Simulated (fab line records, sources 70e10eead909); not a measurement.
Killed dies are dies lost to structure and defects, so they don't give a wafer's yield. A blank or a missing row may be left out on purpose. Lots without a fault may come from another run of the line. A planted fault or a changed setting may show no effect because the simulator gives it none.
Chamber matching | flow nand_harc | NHARC_A_WL_FILL_ALD_02 on ald_metal-04: 4 sister chambers
The step deposits TiN, target thk 2 nm, pulse time 3 s, ald cycles 100. 8 wafers are shown with their chamber, then 7 later ones without.

WAFERS WITH THEIR CHAMBER
wafer  | chamber | heater_power_w (W) | precursor_pulse_height_rel
L075.6 | 1       | 1127               | 0.956
L076.5 | 0       | 1093               | 1.028
L080.1 | 3       | 1089               | 1.010
L080.4 | 1       | 1101               | 1.037
L085.4 | 0       | 1089               | 1.001
L085.5 | 2       | 929                | 0.999
L090.1 | 3       | 1081               | 1.001
L090.3 | 2       | 973                | 1.002

WAFERS WITHOUT THEIR CHAMBER
wafer  | heater_power_w (W) | precursor_pulse_height_rel
L090.6 | 956                | 1.024
L093.2 | 1172               | 1.000
L093.3 | 975                | 0.988
L093.6 | 970                | 0.996
L096.1 | 969                | 0.989
L096.2 | 1061               | 0.960
L096.3 | 1157               | 0.977

WHICH CHAMBER EACH WENT THROUGH
wafer  | from the rows above          | in truth
L090.6 | 2                            | 2
L093.2 | can't be placed: 1 or 0 or 3 | 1
L093.3 | 2                            | 2
L093.6 | 2                            | 2
L096.1 | 2                            | 2
L096.2 | can't be placed: 3 or 0 or 1 | 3
L096.3 | can't be placed: 1 or 0 or 3 | 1
Placed correctly: 4 of 7. Can't be placed from these rows: 3 (the true chamber is among the candidates in 3). Placed wrongly: 0.
How it was worked out, from the rows above alone: a wafer's distance from a chamber is the root of the sum, over the readings, of the square of ((its reading less the chamber's mean) divided by the reading's scatter). The wafer belongs to the nearest chamber; if the next one is less than 2 further off, it can't be placed. A chamber's mean is the mean of its shown wafers. The scatter: the root of (the sum of the squares of (reading less its chamber's mean) over the shown wafers, divided by (wafers less chambers)).
